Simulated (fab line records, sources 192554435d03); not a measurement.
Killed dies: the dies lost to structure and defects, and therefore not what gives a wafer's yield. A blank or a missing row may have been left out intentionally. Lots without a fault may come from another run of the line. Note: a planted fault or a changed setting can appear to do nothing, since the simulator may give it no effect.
Chamber matching / flow n5-finfet / N5_HKMG_FIN_ALD_74 on ald-hk-02: 4 sister chambers
The step deposits La2O3, target thk 0.5 nm, pulse time 6 s, co reactant pulse time 1 s. 4 wafers are shown with their chamber, then 11 later ones without.

WAFERS PAIRED WITH THEIR CHAMBERS
wafer=L082.4; chamber=3; heater-power-w (W)=358
wafer=L085.3; chamber=1; heater-power-w (W)=307
wafer=L085.6; chamber=0; heater-power-w (W)=362
wafer=L088.1; chamber=2; heater-power-w (W)=349

WAFERS WITHOUT THEIR CHAMBER
wafer=L088.5; heater-power-w (W)=297
wafer=L088.6; heater-power-w (W)=357
wafer=L089.3; heater-power-w (W)=295
wafer=L089.4; heater-power-w (W)=368
wafer=L089.5; heater-power-w (W)=372
wafer=L091.1; heater-power-w (W)=364
wafer=L091.2; heater-power-w (W)=298
wafer=L091.4; heater-power-w (W)=368
wafer=L097.1; heater-power-w (W)=352
wafer=L097.3; heater-power-w (W)=372
wafer=L097.4; heater-power-w (W)=300

THE CHAMBER EACH PASSED THROUGH
wafer=L088.5; from the rows above=1; in truth=1
wafer=L088.6; from the rows above=can't be placed: 3 or 0 or 2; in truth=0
wafer=L089.3; from the rows above=1; in truth=1
wafer=L089.4; from the rows above=can't be placed: 0 or 3 or 2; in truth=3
wafer=L089.5; from the rows above=can't be placed: 0 or 3 or 2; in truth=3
wafer=L091.1; from the rows above=can't be placed: 0 or 3 or 2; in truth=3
wafer=L091.2; from the rows above=1; in truth=1
wafer=L091.4; from the rows above=can't be placed: 0 or 3 or 2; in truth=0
wafer=L097.1; from the rows above=can't be placed: 2 or 3 or 0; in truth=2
wafer=L097.3; from the rows above=can't be placed: 0 or 3 or 2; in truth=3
wafer=L097.4; from the rows above=1; in truth=1
4 of 11 placed correctly. These rows do not allow placing 7 (true chamber among the candidates in 7). Wrongly placed: 0.
How it was worked out, from the rows above alone: a wafer's distance from a chamber is the root of the sum, over the readings, of the square of ((its reading less the chamber's mean) divided by the reading's scatter). The wafer belongs to the nearest chamber; if the next one is less than 2 further off, it can't be placed. The mean given for a chamber averages the wafers shown for that chamber. The scatter (one wafer shown for each chamber): square how far every hidden wafer sits from the nearest shown wafer, average those squares and take the square root.
